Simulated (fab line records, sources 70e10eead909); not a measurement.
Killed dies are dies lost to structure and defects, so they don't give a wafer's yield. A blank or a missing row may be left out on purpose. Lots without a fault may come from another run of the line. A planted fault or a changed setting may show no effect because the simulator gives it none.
Chamber matching | flow nand_harc | NHARC_A_CHANNEL_FILL_D2_ALD_02 on ald_hk-04: 4 sister chambers
The step deposits SiO2, target thk 6 nm, pulse time 10 s, ald cycles 60. 8 wafers are shown with their chamber, then 7 later ones without.

WAFERS WITH THEIR CHAMBER
wafer  | chamber | heater_power_w (W) | precursor_pulse_height_rel
L084.2 | 2       | 452                | 0.976
L084.3 | 1       | 467                | 1.018
L084.4 | 0       | 590                | 0.986
L086.3 | 2       | 463                | 1.002
L086.4 | 1       | 476                | 0.993
L086.6 | 3       | 466                | 1.037
L086.1 | 0       | 609                | 0.979
L086.2 | 3       | 461                | 1.003

WAFERS WITHOUT THEIR CHAMBER
wafer  | heater_power_w (W) | precursor_pulse_height_rel
L086.5 | 450                | 0.995
L085.1 | 599                | 1.012
L085.4 | 459                | 0.984
L085.5 | 442                | 0.994
L088.1 | 550                | 1.041
L088.3 | 457                | 0.995
L088.4 | 434                | 0.987

WHICH CHAMBER EACH WENT THROUGH
wafer  | from the rows above          | in truth
L086.5 | can't be placed: 2 or 3 or 1 | 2
L085.1 | 0                            | 0
L085.4 | can't be placed: 2 or 1 or 3 | 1
L085.5 | can't be placed: 2 or 3 or 1 | 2
L088.1 | 0                            | 0
L088.3 | can't be placed: 2 or 3 or 1 | 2
L088.4 | can't be placed: 2 or 3 or 1 | 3
Placed correctly: 2 of 7. Can't be placed from these rows: 5 (the true chamber is among the candidates in 5). Placed wrongly: 0.
How it was worked out, from the rows above alone: a wafer's distance from a chamber is the root of the sum, over the readings, of the square of ((its reading less the chamber's mean) divided by the reading's scatter). The wafer belongs to the nearest chamber; if the next one is less than 2 further off, it can't be placed. A chamber's mean is the mean of its shown wafers. The scatter: the root of (the sum of the squares of (reading less its chamber's mean) over the shown wafers, divided by (wafers less chambers)).
